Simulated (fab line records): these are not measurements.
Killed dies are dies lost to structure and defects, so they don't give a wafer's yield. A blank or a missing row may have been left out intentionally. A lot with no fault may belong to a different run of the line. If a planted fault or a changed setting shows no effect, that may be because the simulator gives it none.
Which tool is to blame? / flow n5 finfet / 24 lots, 72 wafers sampled, at 3 steps of a route of 1938

WHAT THE GAUGES READ, wafer by wafer
N5_BEOL_M2_THK_MEAS_53: measures by xrf.
lot=L074; measured=day 7 02:01; on=film metro-02; M2_THK (nm)=37.1 38.0 37.4
lot=L075; measured=day 7 05:36; on=film metro-02; M2_THK (nm)=40.1 39.0 39.2
lot=L077; measured=day 7 15:46; on=film metro-02; M2_THK (nm)=40.1 38.2 38.3
lot=L078; measured=day 7 21:10; on=film metro-02; M2_THK (nm)=41.6 40.0 40.5
lot=L079; measured=day 8 00:48; on=film metro-01; M2_THK (nm)=38.8 38.1 37.4
lot=L080; measured=day 8 07:02; on=film metro-02; M2_THK (nm)=40.1 37.5 40.5
lot=L081; measured=day 8 08:13; on=film metro-02; M2_THK (nm)=38.4 38.8 40.1
lot=L082; measured=day 8 20:39; on=film metro-01; M2_THK (nm)=41.0 41.2 39.6
lot=L083; measured=day 9 04:37; on=film metro-01; M2_THK (nm)=39.1 39.5 38.8
lot=L084; measured=day 9 09:35; on=film metro-02; M2_THK (nm)=41.2 40.8 40.0
lot=L085; measured=day 9 14:31; on=film metro-01; M2_THK (nm)=37.5 38.4 37.5
lot=L086; measured=day 9 23:16; on=film metro-01; M2_THK (nm)=37.6 37.9 39.9
lot=L087; measured=day 10 05:13; on=film metro-02; M2_THK (nm)=38.5 37.7 39.1
lot=L088; measured=day 10 07:09; on=film metro-02; M2_THK (nm)=37.8 38.3 38.1
lot=L089; measured=day 10 07:49; on=film metro-01; M2_THK (nm)=37.4 38.5 39.2
lot=L090; measured=day 10 20:05; on=film metro-01; M2_THK (nm)=40.6 37.2 36.1
lot=L091; measured=day 11 00:50; on=film metro-02; M2_THK (nm)=39.1 39.3 35.5
lot=L092; measured=day 11 08:15; on=film metro-02; M2_THK (nm)=39.8 36.9 41.4
lot=L093; measured=day 11 17:06; on=film metro-01; M2_THK (nm)=37.7 39.1 38.0
lot=L094; measured=day 12 13:34; on=film metro-01; M2_THK (nm)=40.6 37.8 39.4
lot=L076; measured=day 12 13:39; on=film metro-01; M2_THK (nm)=39.6 42.1 40.5
lot=L095; measured=day 12 18:30; on=film metro-01; M2_THK (nm)=36.6 39.3 35.5
lot=L097; measured=day 13 10:45; on=film metro-01; M2_THK (nm)=39.7 39.2 40.9
lot=L096; measured=day 13 14:59; on=film metro-02; M2_THK (nm)=39.9 39.3 38.6

N5_BEOL_M3_CD_MEAS_11: target cd 17.05 nm.
lot=L074; measured=day 7 02:58; on=cd sem-03; cd nm (nm)=17.08 16.95 17.01
lot=L075; measured=day 7 07:19; on=cd sem-01; cd nm (nm)=16.87 17.27 17.14
lot=L077; measured=day 7 18:02; on=cd sem-03; cd nm (nm)=17.29 17.49 16.93
lot=L078; measured=day 7 22:14; on=cd sem-01; cd nm (nm)=17.38 17.44 16.99
lot=L079; measured=day 8 02:35; on=cd sem-03; cd nm (nm)=17.24 16.86 17.04
lot=L080; measured=day 8 09:21; on=cd sem-01; cd nm (nm)=17.31 17.39 17.27
lot=L081; measured=day 8 09:43; on=cd sem-01; cd nm (nm)=16.75 16.78 16.97
lot=L082; measured=day 8 22:38; on=cd sem-01; cd nm (nm)=16.85 16.39 16.97
lot=L083; measured=day 9 06:22; on=cd sem-01; cd nm (nm)=16.72 17.03 16.92
lot=L084; measured=day 9 11:14; on=cd sem-02; cd nm (nm)=17.03 17.04 17.15
lot=L085; measured=day 9 17:32; on=cd sem-02; cd nm (nm)=16.73 17.20 17.01
lot=L086; measured=day 10 00:53; on=cd sem-02; cd nm (nm)=17.32 17.39 17.24
lot=L087; measured=day 10 07:28; on=cd sem-01; cd nm (nm)=16.93 17.29 17.04
lot=L088; measured=day 10 08:15; on=cd sem-02; cd nm (nm)=17.19 17.62 16.99
lot=L089; measured=day 10 09:11; on=cd sem-01; cd nm (nm)=16.87 17.46 17.33
lot=L090; measured=day 10 21:44; on=cd sem-01; cd nm (nm)=17.27 17.36 16.85
lot=L091; measured=day 11 01:59; on=cd sem-01; cd nm (nm)=17.10 16.88 17.07
lot=L092; measured=day 11 09:39; on=cd sem-03; cd nm (nm)=16.63 16.98 16.76
lot=L093; measured=day 11 18:13; on=cd sem-03; cd nm (nm)=17.09 17.10 17.09
lot=L094; measured=day 12 15:22; on=cd sem-01; cd nm (nm)=16.92 17.18 16.95
lot=L076; measured=day 12 15:32; on=cd sem-03; cd nm (nm)=16.98 16.90 16.56
lot=L095; measured=day 12 21:42; on=cd sem-02; cd nm (nm)=17.31 17.23 17.22
lot=L097; measured=day 13 12:20; on=cd sem-03; cd nm (nm)=16.56 16.99 16.64
lot=L096; measured=day 13 19:11; on=cd sem-01; cd nm (nm)=17.32 17.55 17.16

EACH LOT AND THE TOOL THAT RAN IT (in order: tool; ch and the chambers of the sampled wafers; start)
lot=L074; N5_BEOL_M2_DEP_57=pecvd-04 ch 0,1, day 7 02:14
lot=L075; N5_BEOL_M2_DEP_57=pecvd-01 ch 0,1,2, day 7 05:48
lot=L077; N5_BEOL_M2_DEP_57=pecvd-03 ch 0,2, day 7 15:57
lot=L078; N5_BEOL_M2_DEP_57=pecvd-01 ch 1,2, day 7 21:22
lot=L079; N5_BEOL_M2_DEP_57=pecvd-01 ch 0,1,2, day 8 00:59
lot=L080; N5_BEOL_M2_DEP_57=pecvd-01 ch 0,1,2, day 8 07:13
lot=L081; N5_BEOL_M2_DEP_57=pecvd-03 ch 1,2, day 8 08:24
lot=L082; N5_BEOL_M2_DEP_57=pecvd-04 ch 0,2, day 8 20:52
lot=L083; N5_BEOL_M2_DEP_57=pecvd-04 ch 0,1,2, day 9 04:48
lot=L084; N5_BEOL_M2_DEP_57=pecvd-04 ch 0,2, day 9 09:47
lot=L085; N5_BEOL_M2_DEP_57=pecvd-01 ch 0,1,2, day 9 14:42
lot=L086; N5_BEOL_M2_DEP_57=pecvd-04 ch 0,1,2, day 9 23:31
lot=L087; N5_BEOL_M2_DEP_57=pecvd-04 ch 1,2, day 10 05:24
lot=L088; N5_BEOL_M2_DEP_57=pecvd-03 ch 0,1, day 10 07:22
lot=L089; N5_BEOL_M2_DEP_57=pecvd-04 ch 0,1, day 10 08:02
lot=L090; N5_BEOL_M2_DEP_57=pecvd-01 ch 0,1,2, day 10 20:17
lot=L091; N5_BEOL_M2_DEP_57=pecvd-01 ch 0,1, day 11 01:02
lot=L092; N5_BEOL_M2_DEP_57=pecvd-01 ch 0,1, day 11 08:26
lot=L093; N5_BEOL_M2_DEP_57=pecvd-04 ch 1,2, day 11 17:18
lot=L094; N5_BEOL_M2_DEP_57=pecvd-01 ch 0,1,2, day 12 13:47
lot=L076; N5_BEOL_M2_DEP_57=pecvd-03 ch 0,2, day 12 13:52
lot=L095; N5_BEOL_M2_DEP_57=pecvd-04 ch 0,1, day 12 18:50
lot=L097; N5_BEOL_M2_DEP_57=pecvd-03 ch 0,1,2, day 13 10:59
lot=L096; N5_BEOL_M2_DEP_57=pecvd-01 ch 1,2, day 13 15:14
- N5_BEOL_M2_DEP_57: deposits SiCN from 3MS/NH3, target thk 8 nm, time 14 s.

WHAT THE TOOLS THEMSELVES READ (means of the sampled wafers that have a number; where no wafer has one, the mark that the record gives instead)
N5_BEOL_M2_DEP_57.
lot=L074; tool=pecvd-04; chamber pressure Torr (Torr)=3.005; showerhead plenum p Torr (Torr)=3.669; throttle valve pct (%)=8.8
lot=L075; tool=pecvd-01; chamber pressure Torr (Torr)=3.000; showerhead plenum p Torr (Torr)=3.664; throttle valve pct (%)=8.9
lot=L077; tool=pecvd-03; chamber pressure Torr (Torr)=3.004; showerhead plenum p Torr (Torr)=3.656; throttle valve pct (%)=8.7
lot=L078; tool=pecvd-01; chamber pressure Torr (Torr)=3.005; showerhead plenum p Torr (Torr)=3.653; throttle valve pct (%)=8.5
lot=L079; tool=pecvd-01; chamber pressure Torr (Torr)=2.995; showerhead plenum p Torr (Torr)=3.668; throttle valve pct (%)=8.9
lot=L080; tool=pecvd-01; chamber pressure Torr (Torr)=3.000; showerhead plenum p Torr (Torr)=3.667; throttle valve pct (%)=8.9
lot=L081; tool=pecvd-03; chamber pressure Torr (Torr)=3.006; showerhead plenum p Torr (Torr)=3.657; throttle valve pct (%)=8.6
lot=L082; tool=pecvd-04; chamber pressure Torr (Torr)=3.005; showerhead plenum p Torr (Torr)=3.665; throttle valve pct (%)=8.5
lot=L083; tool=pecvd-04; chamber pressure Torr (Torr)=2.985; showerhead plenum p Torr (Torr)=3.670; throttle valve pct (%)=8.8
lot=L084; tool=pecvd-04; chamber pressure Torr (Torr)=3.001; showerhead plenum p Torr (Torr)=3.662; throttle valve pct (%)=8.8
lot=L085; tool=pecvd-01; chamber pressure Torr (Torr)=3.001; showerhead plenum p Torr (Torr)=3.661; throttle valve pct (%)=8.9
lot=L086; tool=pecvd-04; chamber pressure Torr (Torr)=2.995; showerhead plenum p Torr (Torr)=3.663; throttle valve pct (%)=8.8
lot=L087; tool=pecvd-04; chamber pressure Torr (Torr)=2.990; showerhead plenum p Torr (Torr)=3.660; throttle valve pct (%)=8.5
lot=L088; tool=pecvd-03; chamber pressure Torr (Torr)=2.998; showerhead plenum p Torr (Torr)=3.661; throttle valve pct (%)=9.0
lot=L089; tool=pecvd-04; chamber pressure Torr (Torr)=2.993; showerhead plenum p Torr (Torr)=3.667; throttle valve pct (%)=8.9
lot=L090; tool=pecvd-01; chamber pressure Torr (Torr)=2.998; showerhead plenum p Torr (Torr)=3.662; throttle valve pct (%)=9.0
lot=L091; tool=pecvd-01; chamber pressure Torr (Torr)=2.998; showerhead plenum p Torr (Torr)=3.677; throttle valve pct (%)=9.3
lot=L092; tool=pecvd-01; chamber pressure Torr (Torr)=3.003; showerhead plenum p Torr (Torr)=3.672; throttle valve pct (%)=9.2
lot=L093; tool=pecvd-04; chamber pressure Torr (Torr)=3.000; showerhead plenum p Torr (Torr)=3.672; throttle valve pct (%)=8.7
lot=L094; tool=pecvd-01; chamber pressure Torr (Torr)=3.004; showerhead plenum p Torr (Torr)=3.666; throttle valve pct (%)=8.8
lot=L076; tool=pecvd-03; chamber pressure Torr (Torr)=3.009; showerhead plenum p Torr (Torr)=3.653; throttle valve pct (%)=9.0
lot=L095; tool=pecvd-04; chamber pressure Torr (Torr)=2.999; showerhead plenum p Torr (Torr)=3.667; throttle valve pct (%)=9.1
lot=L097; tool=pecvd-03; chamber pressure Torr (Torr)=3.000; showerhead plenum p Torr (Torr)=3.655; throttle valve pct (%)=8.7
lot=L096; tool=pecvd-01; chamber pressure Torr (Torr)=2.998; showerhead plenum p Torr (Torr)=3.654; throttle valve pct (%)=8.9

THE ANSWER, worked out from the rows above alone
Rule: what is usual is taken from the lots themselves. The widest of any qualifying gaps counts: lots, ordered by their means at a reading, are off when they make up no more than a third of the lots, leave a main group of 4 or more, and stand apart from it by 3 or more times the standard deviation of that group's means. If all means in a main group match to the digits the tables above print for the reading, that group is not used. A lot without any number at a reading at which 4 lots or more have one is off too. All remaining lots with rows at the step are treated as sound. First the gauges in route order, then the tools' own readings, where a lot's mean is used as printed above. The first step at which some lot is off is used, and at that step the reading that is off furthest; a lot without a number counts as furthest.
No lot is off on any of the readings shown, so nothing can be concluded from this.

WHAT WAS PUT IN BY THE SIMULATOR
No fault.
